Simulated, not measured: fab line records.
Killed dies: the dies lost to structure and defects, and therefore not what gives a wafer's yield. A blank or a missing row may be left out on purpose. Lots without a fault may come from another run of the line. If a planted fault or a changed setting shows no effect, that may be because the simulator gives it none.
Check for tools in common :: flow n5_finfet :: 11 lots, 33 wafers sampled

## THE REASON FOR OPENING IT
At N5_BEOL_M10_INSPECT_13 the reading raw_defect_count is flagged on 2 of 11 lots. Fault-free wafers read 447, with a standard deviation of 110.
Rule: flag the lot when none of its wafers has a number, or when each of its wafers that has one lies beyond 4 standard deviations from that mean. The other lots count as sound.

lot: L394
measured: day 11 07:02
on: defect_inspect-01
raw_defect_count, wafer by wafer: 245 352 365
flag: 

lot: L396
measured: day 11 07:13
on: defect_inspect-02
raw_defect_count, wafer by wafer: 345 379 421
flag: 

lot: L398
measured: day 11 11:22
on: defect_inspect-01
raw_defect_count, wafer by wafer: 460 497 738
flag: 

lot: L401
measured: day 12 16:55
on: defect_inspect-01
raw_defect_count, wafer by wafer: 452 468 418
flag: 

lot: L407
measured: day 14 04:00
on: defect_inspect-02
raw_defect_count, wafer by wafer: 1277 1217 1357
flag: FLAGGED

lot: L404
measured: day 14 04:13
on: defect_inspect-01
raw_defect_count, wafer by wafer: 1218 1145 1147
flag: FLAGGED

lot: L411
measured: day 14 16:33
on: defect_inspect-02
raw_defect_count, wafer by wafer: 400 499 334
flag: 

lot: L410
measured: day 15 01:43
on: defect_inspect-01
raw_defect_count, wafer by wafer: 547 451 827
flag: 

lot: L414
measured: day 15 16:28
on: defect_inspect-02
raw_defect_count, wafer by wafer: 466 538 449
flag: 

lot: L413
measured: day 15 16:37
on: defect_inspect-02
raw_defect_count, wafer by wafer: 489 618 602
flag: 

lot: L412
measured: day 15 16:47
on: defect_inspect-01
raw_defect_count, wafer by wafer: 509 489 733
flag: 
The numbers of the flagged lots are 1227 on average: +780 against the usual, or +7 standard deviations.

## WHICH TOOL RAN EACH LOT
The record holds 3 process steps before the reading, out of a route of 1938 steps. Each cell gives the tool, then ch followed by the chambers the sampled wafers passed through, then the start.
lot: L394
flag: 
N5_BEOL_M9_SPUTTER_48: pvd_sputter-01, day 11 02:33
N5_BEOL_M9_CMP_52: cmp-04 ch 1,3, day 11 03:13
N5_BEOL_M10_HM_DEP_02: pvd_sputter-01, day 11 06:26

lot: L396
flag: 
N5_BEOL_M9_SPUTTER_48: pvd_sputter-02, day 11 03:05
N5_BEOL_M9_CMP_52: cmp-03 ch 0,1,3, day 11 03:40
N5_BEOL_M10_HM_DEP_02: pvd_sputter-01, day 11 06:38

lot: L398
flag: 
N5_BEOL_M9_SPUTTER_48: pvd_sputter-03, day 11 08:52
N5_BEOL_M9_CMP_52: cmp-03 ch 0,3, day 11 09:37
N5_BEOL_M10_HM_DEP_02: pvd_sputter-02, day 11 10:57

lot: L401
flag: 
N5_BEOL_M9_SPUTTER_48: pvd_sputter-01, day 12 13:02
N5_BEOL_M9_CMP_52: cmp-04 ch 0,3, day 12 14:56
N5_BEOL_M10_HM_DEP_02: pvd_sputter-01, day 12 16:19

lot: L407
flag: FLAGGED
N5_BEOL_M9_SPUTTER_48: pvd_sputter-01, day 13 22:58
N5_BEOL_M9_CMP_52: cmp-04 ch 1,2,3, day 14 01:22
N5_BEOL_M10_HM_DEP_02: pvd_sputter-01, day 14 03:27

lot: L404
flag: FLAGGED
N5_BEOL_M9_SPUTTER_48: pvd_sputter-02, day 13 23:05
N5_BEOL_M9_CMP_52: cmp-01 ch 1,2, day 14 01:38
N5_BEOL_M10_HM_DEP_02: pvd_sputter-01, day 14 03:39

lot: L411
flag: 
N5_BEOL_M9_SPUTTER_48: pvd_sputter-03, day 14 09:43
N5_BEOL_M9_CMP_52: cmp-03 ch 1,2,3, day 14 13:19
N5_BEOL_M10_HM_DEP_02: pvd_sputter-02, day 14 15:59

lot: L410
flag: 
N5_BEOL_M9_SPUTTER_48: pvd_sputter-03, day 14 21:26
N5_BEOL_M9_CMP_52: cmp-04 ch 0,3, day 14 23:20
N5_BEOL_M10_HM_DEP_02: pvd_sputter-02, day 15 01:18

lot: L414
flag: 
N5_BEOL_M9_SPUTTER_48: pvd_sputter-01, day 15 13:16
N5_BEOL_M9_CMP_52: cmp-01 ch 0,1,2, day 15 14:09
N5_BEOL_M10_HM_DEP_02: pvd_sputter-03, day 15 15:55

lot: L413
flag: 
N5_BEOL_M9_SPUTTER_48: pvd_sputter-03, day 15 13:21
N5_BEOL_M9_CMP_52: cmp-04 ch 0,1, day 15 14:04
N5_BEOL_M10_HM_DEP_02: pvd_sputter-02, day 15 15:56

lot: L412
flag: 
N5_BEOL_M9_SPUTTER_48: pvd_sputter-02, day 15 13:49
N5_BEOL_M9_CMP_52: cmp-01 ch 0,1,2, day 15 14:46
N5_BEOL_M10_HM_DEP_02: pvd_sputter-03, day 15 16:10
These steps, and what they do:
- N5_BEOL_M9_SPUTTER_48: material Cu, target thk 12 nm, time 2 s.
- N5_BEOL_M9_CMP_52: polishes, stops on SiCOH lowk, t overpolish 7 s, target thk 140 nm.
- N5_BEOL_M10_HM_DEP_02: deposits TiN, target thk 20 nm.
- N5_BEOL_M10_INSPECT_13: inspects for defects (brightfield).

## FLAGGED OVER TOTAL, TOOL BY TOOL (the gauges that took the reading come last)
step: N5_BEOL_M9_SPUTTER_48
tool: pvd_sputter-01
lots run: 4
flagged: 1
share of the flagged lots: some
sound lots run after its first flagged lot: 1 (L414)

step: N5_BEOL_M9_SPUTTER_48
tool: pvd_sputter-02
lots run: 3
flagged: 1
share of the flagged lots: some
sound lots run after its first flagged lot: 1 (L412)

step: N5_BEOL_M9_SPUTTER_48
tool: pvd_sputter-03
lots run: 4
flagged: 0
share of the flagged lots: none
sound lots run after its first flagged lot: -

step: N5_BEOL_M9_CMP_52
tool: cmp-01
lots run: 3
flagged: 1
share of the flagged lots: some
sound lots run after its first flagged lot: 2 (L414,L412)

step: N5_BEOL_M9_CMP_52
tool: cmp-03
lots run: 3
flagged: 0
share of the flagged lots: none
sound lots run after its first flagged lot: -

step: N5_BEOL_M9_CMP_52
tool: cmp-04
lots run: 5
flagged: 1
share of the flagged lots: some
sound lots run after its first flagged lot: 2 (L410,L413)

step: N5_BEOL_M10_HM_DEP_02
tool: pvd_sputter-01
lots run: 5
flagged: 2
share of the flagged lots: all
sound lots run after its first flagged lot: 0

step: N5_BEOL_M10_HM_DEP_02
tool: pvd_sputter-02
lots run: 4
flagged: 0
share of the flagged lots: none
sound lots run after its first flagged lot: -

step: N5_BEOL_M10_HM_DEP_02
tool: pvd_sputter-03
lots run: 2
flagged: 0
share of the flagged lots: none
sound lots run after its first flagged lot: -

step: N5_BEOL_M10_INSPECT_13
tool: defect_inspect-01
lots run: 6
flagged: 1
share of the flagged lots: some
sound lots run after its first flagged lot: 2 (L410,L412)

step: N5_BEOL_M10_INSPECT_13
tool: defect_inspect-02
lots run: 5
flagged: 1
share of the flagged lots: some
sound lots run after its first flagged lot: 3 (L411,L414,L413)

## WHAT THE TABLE ALLOWS
In the table, 1 row covers all flagged lots: pvd_sputter-01 at N5_BEOL_M10_HM_DEP_02.
- pvd_sputter-01 at N5_BEOL_M10_HM_DEP_02: 2 of its 5 lots flagged. A fault beginning between L401 (day 12 16:19), its last sound lot, and L407 (day 14 03:27), its first flagged one, fits the data.
Just one tool remains: pvd_sputter-01 at N5_BEOL_M10_HM_DEP_02.

## WHAT WAS PUT IN BY THE SIMULATOR
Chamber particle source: pvd_sputter-01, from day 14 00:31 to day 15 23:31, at N5_BEOL_M10_HM_DEP_02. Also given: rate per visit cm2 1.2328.
Struck lots among those shown: L407, L404. The rule above found the same.
